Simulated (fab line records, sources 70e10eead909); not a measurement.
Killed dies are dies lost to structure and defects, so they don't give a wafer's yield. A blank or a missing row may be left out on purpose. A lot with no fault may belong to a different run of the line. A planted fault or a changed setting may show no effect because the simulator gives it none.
Which tool did it? -- flow nandHarc -- 24 lots, 72 wafers sampled, at 6 steps of a route of 1302

== WHAT THE GAUGES READ, wafer by wafer ==
The record holds no reading of a measuring or inspecting step that can be judged against a usual standard deviation.

== WHICH TOOL RAN EACH LOT (tool, then ch and the chambers of the sampled wafers, then the start) ==
lot,NHARC_A_STAIRCASE_ETCH_23,NHARC_A_STAIRCASE_ETCH_234,NHARC_A_STAIRCASE_ETCH_273,NHARC_A_STAIRCASE_STRIP_476,NHARC_A_STAIRCASE_DEP_322,NHARC_A_STAIRCASE_CMP_152
L074,"rieDiel-12 ch 1,2, day 16 23:56 or earlier","rieDiel-12 ch 1,2,3, day 16 23:56 or earlier","rieDiel-12 ch 2,3, day 16 23:56 or earlier","rieDiel-07 ch 0,2,3, day 16 23:56","pecvd-01 ch 0,1,2, day 18 01:06","cmp-03 ch 0,1, day 18 23:06"
L076,"rieDiel-07 ch 0,1,3, day 18 03:01 or earlier","rieDiel-08 ch 0,2,3, day 18 03:01 or earlier","rieDiel-08 ch 1,2,3, day 18 03:01 or earlier","rieDiel-07 ch 0,1,3, day 18 03:01","pecvd-02 ch 0,1, day 18 21:17","cmp-03 ch 0,2,3, day 19 18:37"
L075,"rieDiel-12 ch 1,2, day 18 01:43 or earlier","rieDiel-12 ch 1,3, day 18 01:43 or earlier","rieDiel-07 ch 2,3, day 18 01:43 or earlier","rieDiel-07 ch 0,1,3, day 18 01:43","pecvd-04 ch 1,2, day 18 21:25","cmp-02 ch 0,3, day 19 17:55"
L077,"rieDiel-07 ch 1,2,3, day 18 12:32 or earlier","rieDiel-12 ch 0,1,2, day 18 12:32 or earlier","rieDiel-08 ch 0,1, day 18 12:32 or earlier","rieDiel-12 ch 0,3, day 18 12:32","pecvd-04 ch 0,1,2, day 19 08:10","cmp-03 ch 1,3, day 20 07:39"
L079,"rieDiel-08 ch 1,2,3, day 19 07:39 or earlier","rieDiel-12 ch 0,1,2, day 19 07:39 or earlier","rieDiel-08 ch 0,1,2, day 19 07:39 or earlier","rieDiel-12 ch 0,1,3, day 19 07:39","pecvd-02 ch 0,2, day 20 02:08","cmp-02 ch 0,2,3, day 21 01:44"
L078,"rieDiel-07 ch 1,2, day 19 04:27 or earlier","rieDiel-07 ch 0,1,2, day 19 04:27 or earlier","rieDiel-07 ch 0,1,2, day 19 04:27 or earlier","rieDiel-07 ch 0,2,3, day 19 04:27","pecvd-02 ch 0,2, day 19 22:41","cmp-03 ch 1,2,3, day 20 22:50"
L080,"rieDiel-12 ch 0,1,2, day 19 08:02 or earlier","rieDiel-08 ch 0,2,3, day 19 08:02 or earlier","rieDiel-07 ch 0,1,3, day 19 08:02 or earlier","rieDiel-07 ch 0,1, day 19 08:02","pecvd-01 ch 0,1,2, day 20 02:14","cmp-02 ch 0,2,3, day 20 22:29"
L081,"rieDiel-08 ch 1,3, day 20 09:31 or earlier","rieDiel-12 ch 1,2,3, day 20 09:31 or earlier","rieDiel-08 ch 0,1,3, day 20 09:31 or earlier","rieDiel-12 ch 1,2,3, day 20 09:31","pecvd-02 ch 0,1,2, day 21 04:34","cmp-04 ch 0,1, day 22 12:20"
L082,"rieDiel-08 ch 2,3, day 20 15:52 or earlier","rieDiel-08 ch 0,1,3, day 20 15:52 or earlier","rieDiel-07 ch 0,2,3, day 20 15:52 or earlier","rieDiel-12 ch 0,1,3, day 20 15:52","pecvd-02 ch 0,2, day 21 14:23","cmp-02 ch 2,3, day 22 12:37"
L083,"rieDiel-07 ch 0,2, day 21 11:27 or earlier","rieDiel-08 ch 2,3, day 21 11:27 or earlier","rieDiel-12 ch 1,2, day 21 11:27 or earlier","rieDiel-12 ch 1,2,3, day 21 11:27","pecvd-02 ch 0,1, day 22 09:47","cmp-03 ch 0,1,3, day 23 11:19"
L084,"rieDiel-12 ch 0,1, day 21 16:52 or earlier","rieDiel-08 ch 0,1, day 21 16:52 or earlier","rieDiel-12 ch 1,2, day 21 16:52 or earlier","rieDiel-12 ch 0,1,3, day 21 16:52","pecvd-04 ch 0,1, day 22 09:36","cmp-04 ch 0,1,2, day 23 11:01"
L085,"rieDiel-07 ch 1,3, day 22 00:46 or earlier","rieDiel-08 ch 0,1,3, day 22 00:46 or earlier","rieDiel-07 ch 0,2,3, day 22 00:46 or earlier","rieDiel-08 ch 1,2,3, day 22 00:46","pecvd-04 ch 0,2, day 22 21:25","cmp-03 ch 0,3, day 23 23:05"
L087,"rieDiel-07 ch 1,2,3, day 22 04:14 or earlier","rieDiel-07 ch 1,2, day 22 04:14 or earlier","rieDiel-12 ch 1,2,3, day 22 04:14 or earlier","rieDiel-12 ch 2,3, day 22 04:14","pecvd-01 ch 1,2, day 22 22:01","cmp-03 ch 1,2, day 24 00:18"
L086,"rieDiel-12 ch 0,1,2, day 22 06:41 or earlier","rieDiel-08 ch 1,3, day 22 06:41 or earlier","rieDiel-08 ch 0,1,2, day 22 06:41 or earlier","rieDiel-12 ch 0,1,3, day 22 06:41","pecvd-04 ch 0,1,2, day 23 03:59","cmp-04 ch 1,2,3, day 24 06:05"
L088,"rieDiel-08 ch 0,1, day 23 01:28 or earlier","rieDiel-08 ch 0,1,2, day 23 01:28 or earlier","rieDiel-08 ch 0,1,2, day 23 01:28 or earlier","rieDiel-08 ch 0,1,3, day 23 01:28","pecvd-04 ch 1,2, day 23 21:35","cmp-04 ch 0,1,3, day 24 20:26"
L089,"rieDiel-12 ch 0,2, day 23 03:53 or earlier","rieDiel-07 ch 0,2,3, day 23 03:53 or earlier","rieDiel-08 ch 1,2,3, day 23 03:53 or earlier","rieDiel-08 ch 1,3, day 23 03:53","pecvd-02 ch 1,2, day 23 21:35","cmp-03 ch 0,1, day 24 20:29"
L090,"rieDiel-07 ch 0,1, day 24 01:59 or earlier","rieDiel-07 ch 0,1, day 24 01:59 or earlier","rieDiel-07 ch 0,2,3, day 24 01:59 or earlier","rieDiel-08 ch 0,1,2, day 24 01:59","pecvd-02 ch 0,2, day 24 22:07","cmp-03 ch 0,1,3, day 25 21:32"
L092,"rieDiel-07 ch 1,2,3, day 24 13:50 or earlier","rieDiel-08 ch 1,2,3, day 24 13:50 or earlier","rieDiel-07 ch 0,1, day 24 13:50 or earlier","rieDiel-12 ch 0,1, day 24 13:50","pecvd-04 ch 0,1, day 25 08:59","cmp-03 ch 1,3, day 26 08:50"
L091,"rieDiel-12 ch 0,2,3, day 24 13:11 or earlier","rieDiel-07 ch 1,2, day 24 13:11 or earlier","rieDiel-07 ch 0,1,2, day 24 13:11 or earlier","rieDiel-12 ch 0,2,3, day 24 13:11","pecvd-02 ch 0,1,2, day 25 08:59","cmp-03 ch 0,2, day 26 08:17"
L093,"rieDiel-07 ch 0,1,3, day 25 06:20 or earlier","rieDiel-12 ch 0,2,3, day 25 06:20 or earlier","rieDiel-07 ch 0,2, day 25 06:20 or earlier","rieDiel-07 ch 0,2,3, day 25 06:20","pecvd-04 ch 0,1,2, day 26 00:52","cmp-04 ch 0,1,3, day 27 00:52"
L094,"rieDiel-12 ch 0,2, day 25 10:20 or earlier","rieDiel-08 ch 0,2, day 25 10:20 or earlier","rieDiel-07 ch 1,3, day 25 10:20 or earlier","rieDiel-07 ch 1,2,3, day 25 10:20","pecvd-01 ch 0,1, day 26 09:37","cmp-02 ch 0,1,3, day 27 10:38"
L096,"rieDiel-07 ch 0,2,3, day 26 02:15 or earlier","rieDiel-08 ch 1,2,3, day 26 02:15 or earlier","rieDiel-08 ch 0,2,3, day 26 02:15 or earlier","rieDiel-07 ch 1,2,3, day 26 02:15","pecvd-01 ch 0,1, day 26 20:46","cmp-04 ch 0,1,3, day 27 20:14"
L095,"rieDiel-07 ch 1,2, day 26 04:26 or earlier","rieDiel-07 ch 1,2, day 26 04:26 or earlier","rieDiel-07 ch 0,2, day 26 04:26 or earlier","rieDiel-12 ch 0,1,2, day 26 04:26","pecvd-04 ch 0,1, day 26 20:43","cmp-02 ch 0,1, day 27 21:20"
L097,"rieDiel-12 ch 0,1,2, day 27 18:26 or earlier","rieDiel-12 ch 1,2,3, day 27 18:26 or earlier","rieDiel-12 ch 0,3, day 27 18:26 or earlier","rieDiel-07 ch 1,2,3, day 27 18:26","pecvd-04 ch 1,2, day 28 13:27","cmp-04 ch 0,1, day 29 14:04"
- NHARC_A_STAIRCASE_ETCH_23: etches the open film in C4F8/O2, target depth 100 nm, time 40.5 s.
- NHARC_A_STAIRCASE_ETCH_234: etches the open film in C4F8/O2, target depth 100 nm, time 40.5 s.
- NHARC_A_STAIRCASE_ETCH_273: etches the open film in C4F8/O2/Ar, target depth 10200 nm, time 2468.6 s.
- NHARC_A_STAIRCASE_STRIP_476: strips in O2, time 20 s.
- NHARC_A_STAIRCASE_DEP_322: deposits SiO2, target thk 7200 nm.
- NHARC_A_STAIRCASE_CMP_152: polishes.

== AS READ BY THE TOOLS THEMSELVES (means over the sampled wafers that have a number; for cases with no such wafer, the mark the record gives instead) ==
NHARC_A_STAIRCASE_ETCH_23.
lot,tool,chamberPressureMTorr (mTorr),oesProductAu (a.u.),rfVppV (V)
L074,rieDiel-12,24.990,0.928,894
L076,rieDiel-07,24.998,0.945,891
L075,rieDiel-12,25.017,0.944,897
L077,rieDiel-07,25.003,0.954,892
L079,rieDiel-08,24.987,0.952,897
L078,rieDiel-07,25.007,0.961,895
L080,rieDiel-12,24.998,0.939,895
L081,rieDiel-08,25.013,0.946,897
L082,rieDiel-08,24.965,0.946,900
L083,rieDiel-07,25.011,0.961,895
L084,rieDiel-12,25.032,0.942,893
L085,rieDiel-07,25.000,0.961,890
L087,rieDiel-07,25.001,0.950,892
L086,rieDiel-12,25.013,0.925,894
L088,rieDiel-08,25.011,0.950,889
L089,rieDiel-12,24.980,0.949,893
L090,rieDiel-07,25.009,0.960,893
L092,rieDiel-07,24.979,0.940,891
L091,rieDiel-12,25.013,0.952,897
L093,rieDiel-07,24.993,0.943,892
L094,rieDiel-12,25.013,0.949,896
L096,rieDiel-07,25.003,0.934,892
L095,rieDiel-07,24.992,0.947,893
L097,rieDiel-12,25.002,0.943,893

NHARC_A_STAIRCASE_ETCH_234.
lot,tool,chamberPressureMTorr (mTorr),oesProductAu (a.u.),rfVppV (V)
L074,rieDiel-12,24.989,0.943,897
L076,rieDiel-08,24.994,0.948,897
L075,rieDiel-12,24.996,0.946,896
L077,rieDiel-12,24.992,0.942,896
L079,rieDiel-12,25.014,0.933,895
L078,rieDiel-07,24.998,0.942,893
L080,rieDiel-08,25.008,0.938,896
L081,rieDiel-12,25.026,0.948,897
L082,rieDiel-08,25.011,0.946,893
L083,rieDiel-08,24.982,0.939,900
L084,rieDiel-08,24.993,0.950,890
L085,rieDiel-08,24.998,0.934,892
L087,rieDiel-07,24.984,0.973,893
L086,rieDiel-08,24.969,0.955,894
L088,rieDiel-08,24.981,0.939,892
L089,rieDiel-07,25.025,0.942,892
L090,rieDiel-07,24.984,0.945,893
L092,rieDiel-08,25.004,0.944,897
L091,rieDiel-07,25.009,0.957,894
L093,rieDiel-12,25.014,0.949,896
L094,rieDiel-08,24.982,0.961,904
L096,rieDiel-08,24.975,0.946,896
L095,rieDiel-07,25.006,0.957,892
L097,rieDiel-12,24.968,0.941,895

NHARC_A_STAIRCASE_ETCH_273.
lot,tool,chamberPressureMTorr (mTorr),oesProductAu (a.u.),rfVppV (V)
L074,rieDiel-12,24.988,0.945,1834
L076,rieDiel-08,25.000,0.944,1830
L075,rieDiel-07,24.997,0.942,1818
L077,rieDiel-08,24.987,0.933,1815
L079,rieDiel-08,24.995,0.949,1820
L078,rieDiel-07,25.003,0.946,1822
L080,rieDiel-07,24.990,0.937,1818
L081,rieDiel-08,25.021,0.936,1820
L082,rieDiel-07,25.007,0.955,1821
L083,rieDiel-12,24.988,0.938,1823
L084,rieDiel-12,24.981,0.927,1828
L085,rieDiel-07,25.014,0.949,1820
L087,rieDiel-12,24.999,0.920,1827
L086,rieDiel-08,24.991,0.947,1819
L088,rieDiel-08,25.009,0.954,1819
L089,rieDiel-08,24.995,0.950,1828
L090,rieDiel-07,25.012,0.929,1820
L092,rieDiel-07,25.011,0.923,1817
L091,rieDiel-07,25.011,0.923,1820
L093,rieDiel-07,25.001,0.933,1824
L094,rieDiel-07,24.994,0.955,1814
L096,rieDiel-08,24.976,0.940,1838
L095,rieDiel-07,24.998,0.947,1823
L097,rieDiel-12,25.013,0.933,1828

NHARC_A_STAIRCASE_STRIP_476.
lot,tool,chamberPressureMTorr (mTorr),drypumpMotorCurrentA (A),oesProductAu (a.u.),rfVppV (V),showerheadPlenumPTorr (Torr),throttleValvePct (%)
L074,rieDiel-07,59.99,5.6,1.001,57.9,3.46,17.042
L076,rieDiel-07,60.03,5.7,0.997,57.5,3.42,17.034
L075,rieDiel-07,60.02,5.7,0.992,58.5,3.42,17.031
L077,rieDiel-12,59.97,5.9,1.003,57.5,3.56,17.044
L079,rieDiel-12,59.98,5.8,1.007,58.1,3.49,17.038
L078,rieDiel-07,60.00,5.6,0.999,58.5,3.45,17.030
L080,rieDiel-07,60.00,6.1,1.007,57.7,3.42,17.037
L081,rieDiel-12,60.02,5.9,0.987,58.7,3.54,17.028
L082,rieDiel-12,59.95,5.8,0.982,57.6,3.48,17.032
L083,rieDiel-12,60.00,5.9,0.989,57.6,3.53,17.033
L084,rieDiel-12,60.02,5.8,0.991,58.2,3.47,17.044
L085,rieDiel-08,59.99,5.9,1.013,58.1,3.55,17.041
L087,rieDiel-12,59.97,5.9,0.991,58.1,3.60,17.046
L086,rieDiel-12,59.98,5.8,0.996,57.2,3.47,17.039
L088,rieDiel-08,59.98,5.9,1.005,56.6,3.43,17.039
L089,rieDiel-08,60.06,5.7,1.012,56.8,3.47,17.031
L090,rieDiel-08,60.01,5.7,1.003,57.2,3.60,17.034
L092,rieDiel-12,60.01,5.7,0.993,57.4,3.41,17.034
L091,rieDiel-12,59.95,5.9,1.005,57.7,3.53,17.046
L093,rieDiel-07,60.02,5.5,0.998,57.6,3.43,17.045
L094,rieDiel-07,60.10,5.7,1.005,57.8,3.40,17.041
L096,rieDiel-07,59.98,5.7,1.006,57.6,3.39,17.025
L095,rieDiel-12,60.00,5.7,1.001,58.0,3.46,17.032
L097,rieDiel-07,59.94,5.7,1.010,58.0,3.39,17.038

NHARC_A_STAIRCASE_DEP_322.
lot,tool,heaterPowerOuterW (W),heaterPowerW (W),susceptorTempC (C)
L074,pecvd-01,352,615,399.93
L076,pecvd-02,437,777,400.01
L075,pecvd-04,436,764,399.97
L077,pecvd-04,424,743,399.94
L079,pecvd-02,465,779,399.81
L078,pecvd-02,406,674,399.91
L080,pecvd-01,371,646,399.95
L081,pecvd-02,410,704,399.88
L082,pecvd-02,434,745,400.19
L083,pecvd-02,425,763,399.78
L084,pecvd-04,420,713,400.42
L085,pecvd-04,393,724,400.16
L087,pecvd-01,320,575,399.92
L086,pecvd-04,460,772,399.75
L088,pecvd-04,470,776,399.90
L089,pecvd-02,375,657,399.97
L090,pecvd-02,419,695,399.68
L092,pecvd-04,456,745,400.02
L091,pecvd-02,396,688,400.05
L093,pecvd-04,422,714,400.12
L094,pecvd-01,407,685,399.83
L096,pecvd-01,408,685,399.75
L095,pecvd-04,393,668,400.09
L097,pecvd-04,414,723,400.09

NHARC_A_STAIRCASE_CMP_152.
lot,tool,motorCurrentA (A),slurryFilterDpKPa (kPa)
L074,cmp-03,13.2,13.57
L076,cmp-03,13.0,13.61
L075,cmp-02,11.7,13.66
L077,cmp-03,12.4,13.57
L079,cmp-02,11.9,13.54
L078,cmp-03,12.3,13.51
L080,cmp-02,11.8,13.75
L081,cmp-04,13.2,13.56
L082,cmp-02,11.2,13.60
L083,cmp-03,12.9,13.56
L084,cmp-04,12.2,13.49
L085,cmp-03,13.5,13.47
L087,cmp-03,11.6,13.41
L086,cmp-04,12.5,13.68
L088,cmp-04,12.2,13.46
L089,cmp-03,12.7,13.44
L090,cmp-03,13.1,13.37
L092,cmp-03,12.9,13.49
L091,cmp-03,11.9,13.60
L093,cmp-04,12.6,13.47
L094,cmp-02,11.9,13.43
L096,cmp-04,12.3,13.46
L095,cmp-02,13.0,13.53
L097,cmp-04,12.9,13.51

== THE ANSWER, worked out from the rows above alone ==
Rule: what is usual is taken from the lots themselves. Put in order of their means at a reading, lots are off if they are a third of the lots or fewer, leave a main group of 4 or more, and stand apart from it by a gap of 3 or more times the standard deviation of the main group's means; of several such gaps the widest counts. A main group is skipped when, at the precision printed for the reading in the tables above, its means are all equal. Also off: a lot with no number at a reading for which 4 or more lots have one. All remaining lots with rows at the step are treated as sound. After the gauges, taken in route order, come the tools' own readings; for these a lot's mean is taken, as printed above. At the first step where some lot is off, the reading lying furthest off is the one used; lots without a number count as furthest.
Nothing can be told from this: no lot is off at any reading shown.

== WHAT THE SIMULATOR HAD PUT IN ==
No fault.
